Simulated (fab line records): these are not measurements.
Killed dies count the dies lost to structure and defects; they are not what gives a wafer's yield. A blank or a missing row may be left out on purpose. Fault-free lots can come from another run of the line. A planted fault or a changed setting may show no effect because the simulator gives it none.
Split-lot study + flow n5 finfet + on a route of 1938 steps: 7 lots, 39 wafers read

== ON THE SPLIT ==
At N5_BEOL_M9_ILD_DEP_00 (deposits SiCOH lowk from DEMS/porogen, target thk 308.51 nm, time 58 s), the setting time s was moved away from the recipe's 58 s on 12 of the 39 wafers read, by -30.3% to +48.6%. This setting was run at the recipe's value on the other wafers.

== SPLIT TO READING: what lies between them in the file, 1 step ==
- N5_BEOL_M9_CURE_71: cures SiCOH lowk, time 240 s

== THE READING ==
Values of M9_ILD_THK in nm from N5_BEOL_M9_THK_MEAS_01. Fault-free wafers of this fab line usually give 267 nm, standard deviation 3.6 nm.

| wafer  | tool, chamber at the split | time s as run, s | against the recipe | M9_ILD_THK, nm | against lot-mates on the recipe |
|--------|----------------------------|------------------|--------------------|----------------|---------------------------------|
| L074.1 | pecvd-02, 2                | 86.21            | +48.6%             | 394            | +126                            |
| L074.2 | pecvd-02, 0                | 58               | recipe             | 268            | -                               |
| L074.3 | pecvd-02, 1                | 86.21            | +48.6%             | 401            | +133                            |
| L074.4 | pecvd-02, 1                | 86.21            | +48.6%             | 402            | +134                            |
| L074.5 | pecvd-02, 0                | 58               | recipe             | 272            | -                               |
| L074.6 | pecvd-02, 2                | 58               | recipe             | 263            | -                               |
| L078.3 | pecvd-04, 1                | 58               | recipe             | 260            | -                               |
| L078.5 | pecvd-04, 2                | 58               | recipe             | 264            | -                               |
| L078.6 | pecvd-04, 1                | 58               | recipe             | 267            | -                               |
| L079.1 | pecvd-02, 2                | 58               | recipe             | 260            | -                               |
| L079.2 | pecvd-02, 0                | 58               | recipe             | 270            | -                               |
| L079.3 | pecvd-02, 1                | 58               | recipe             | 263            | -                               |
| L079.4 | pecvd-02, 1                | 58               | recipe             | 269            | -                               |
| L079.5 | pecvd-02, 0                | 58               | recipe             | 272            | -                               |
| L079.6 | pecvd-02, 2                | 58               | recipe             | 268            | -                               |
| L083.1 | pecvd-04, 2                | 58               | recipe             | 267            | -                               |
| L083.2 | pecvd-04, 1                | 58               | recipe             | 269            | -                               |
| L083.3 | pecvd-04, 0                | 58               | recipe             | 264            | -                               |
| L083.4 | pecvd-04, 1                | 58               | recipe             | 270            | -                               |
| L083.5 | pecvd-04, 2                | 58               | recipe             | 268            | -                               |
| L083.6 | pecvd-04, 0                | 58               | recipe             | 265            | -                               |
| L084.1 | pecvd-02, 0                | 58               | recipe             | 269            | -                               |
| L084.2 | pecvd-02, 2                | 40.43            | -30.3%             | 180            | -89                             |
| L084.3 | pecvd-02, 1                | 58               | recipe             | 266            | -                               |
| L084.4 | pecvd-02, 2                | 40.43            | -30.3%             | 184            | -85                             |
| L084.5 | pecvd-02, 0                | 40.43            | -30.3%             | 190            | -79                             |
| L084.6 | pecvd-02, 1                | 58               | recipe             | 271            | -                               |
| L087.1 | pecvd-04, 2                | 58               | recipe             | 263            | -                               |
| L087.2 | pecvd-04, 1                | 48.83            | -15.8%             | 224            | -41                             |
| L087.3 | pecvd-04, 0                | 58               | recipe             | 265            | -                               |
| L087.4 | pecvd-04, 0                | 58               | recipe             | 267            | -                               |
| L087.5 | pecvd-04, 1                | 48.83            | -15.8%             | 229            | -36                             |
| L087.6 | pecvd-04, 2                | 48.83            | -15.8%             | 225            | -40                             |
| L088.1 | pecvd-02, 0                | 44.13            | -23.9%             | 204            | -63                             |
| L088.2 | pecvd-02, 2                | 58               | recipe             | 262            | -                               |
| L088.3 | pecvd-02, 1                | 44.13            | -23.9%             | 200            | -67                             |
| L088.4 | pecvd-02, 1                | 44.13            | -23.9%             | 206            | -61                             |
| L088.5 | pecvd-02, 0                | 58               | recipe             | 274            | -                               |
| L088.6 | pecvd-02, 2                | 58               | recipe             | 266            | -                               |

FIT RESULTS
A straight line over all 39 wafers: M9_ILD_THK changes by +2.7 nm for each +1% of time s; r = +1.00; the points scatter about the line by 3.6 nm.
The same after taking each lot's own level away (the mean of its wafers on the recipe; 39 wafers): +2.7 nm for each +1%; r = +1.00; scatter 3.6 nm.
Per that fit: largest time s move, reading shift of 1.3e+02 nm.
From 263.7 to 268.7 nm: that is the span of the lots' own levels, equal to 1.4 times the standard deviation above.
Hence the lot-to-lot level has little effect on the slope; both slopes agree.
Check: for one of the wafers moved furthest among these (+48.6%), held out of the fit, the line's prediction against its lot-mates is +133 nm. It came out at +126 nm against them.

== THE OTHER SPLITS THESE WAFERS WENT THROUGH ==
Other splits were also applied to these wafers ahead of the reading. Each is held against what the fit with the lots' levels taken away leaves over:
| other split on the same wafers          | wafers away from the commonest value | r with M9_ILD_THK (lot level and that fit taken away) |
|-----------------------------------------|--------------------------------------|-------------------------------------------------------|
| N5_DUMMY_GATE_ETCH_44 target depth a    | 12                                   | -0.14                                                 |
| N5_BEOL_M0_SAQP_ETCH_106 target depth a | 15                                   | +0.18                                                 |

== THE WHOLE CHAIN: every reading that the file lists as answering this split, in the file's order ==
| step                   | what it does                                                           | reading                                                                                  | change (the file's fit)              | r (the file's) |
|------------------------|------------------------------------------------------------------------|------------------------------------------------------------------------------------------|--------------------------------------|----------------|
| N5_BEOL_M9_ILD_DEP_00  | deposits SiCOH lowk from DEMS/porogen, target thk 308.51 nm, time 58 s | SiCOH_lowk_of_BEOL_M9_ILD_DEP_00.thk nm (the simulator's own value, which no gauge read) | +3.05 nm for each +1% of the setting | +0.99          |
| N5_BEOL_M9_CURE_71     | cures SiCOH lowk, time 240 s                                           | SiCOH_lowk_of_BEOL_M9_ILD_DEP_00.thk nm (the simulator's own value, which no gauge read) | +2.7 nm for each +1% of the setting  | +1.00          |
| N5_BEOL_M9_THK_MEAS_01 |                                                                        | M9_ILD_THK                                                                               | +2.7 for each +1% of the setting     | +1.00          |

== FILE'S OWN FIT ==
M9_ILD_THK changes by +2.7 nm for each +1% of time s, r = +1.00.
